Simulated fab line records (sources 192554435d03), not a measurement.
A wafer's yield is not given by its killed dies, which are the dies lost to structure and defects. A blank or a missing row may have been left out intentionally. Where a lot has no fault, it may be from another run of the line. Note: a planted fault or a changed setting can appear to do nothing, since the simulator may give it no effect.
Chamber matching    flow n5-finfet    N5_FIN_SAQP_ALD_61 on ald-sin-01: 4 sister chambers
The step deposits SiO2, target thk 4 nm, pulse time 1 s, purge time 2 s. 18 wafers are shown with their chamber, then 9 later ones without.

== EACH WAFER AND ITS CHAMBER ==
wafer   chamber  heater-power-w (W)  precursor-pulse-height-rel
L076.2  3        400                 1.008
L076.5  0        398                 1.014
L076.6  3        406                 1.006
L077.1  0        396                 0.999
L077.2  3        407                 0.998
L077.5  0        394                 1.024
L082.2  2        559                 1.002
L082.3  1        397                 1.023
L082.6  0        396                 1.029
L085.1  3        400                 1.005
L085.4  1        396                 0.997
L085.5  2        548                 0.976
L087.4  1        402                 1.000
L087.5  0        392                 0.994
L087.6  3        410                 1.028
L088.2  1        381                 0.997
L088.4  3        407                 1.006
L088.6  2        569                 0.967

SIGNATURES, as means of the wafers listed above
reading                     chamber 0  chamber 1  chamber 2  chamber 3  scatter within a chamber
heater-power-w              395.20     394.00     558.67     405.00     6.39
precursor-pulse-height-rel  1.01200    1.00425    0.98167    1.00850    0.0136
Rule: a wafer's distance from a chamber is the root of the sum, over the readings, of the square of ((its reading less the chamber's mean) divided by the reading's scatter). The wafer belongs to the nearest chamber; if the next one is less than 2 further off, it can't be placed. The scatter: take each reading less its chamber's mean, square it, sum over the shown wafers, divide by the number of wafers less the number of chambers, and take the root.

== WAFERS MISSING THEIR CHAMBER ==
wafer   heater-power-w (W)  precursor-pulse-height-rel
L090.4  396                 0.955
L090.5  398                 0.994
L090.6  405                 0.995
L093.1  405                 1.008
L093.3  389                 1.024
L093.4  406                 1.008
L095.2  576                 1.006
L095.3  408                 1.002
L095.5  395                 0.978

== EACH ONE'S CHAMBER ==
wafer   from the rows above           in truth
L090.4  can't be placed: 1 or 3 or 0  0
L090.5  can't be placed: 1 or 0 or 3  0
L090.6  can't be placed: 3 or 1 or 0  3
L093.1  can't be placed: 3 or 0 or 1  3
L093.3  can't be placed: 0 or 1 or 3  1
L093.4  can't be placed: 3 or 0 or 1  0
L095.2  2                             2
L095.3  can't be placed: 3 or 0 or 1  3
L095.5  can't be placed: 1 or 0 or 3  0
1 of 9 placed correctly. Cannot be placed on the basis of these rows: 8; the candidates contain the true chamber in 8. Number placed wrongly: 0.
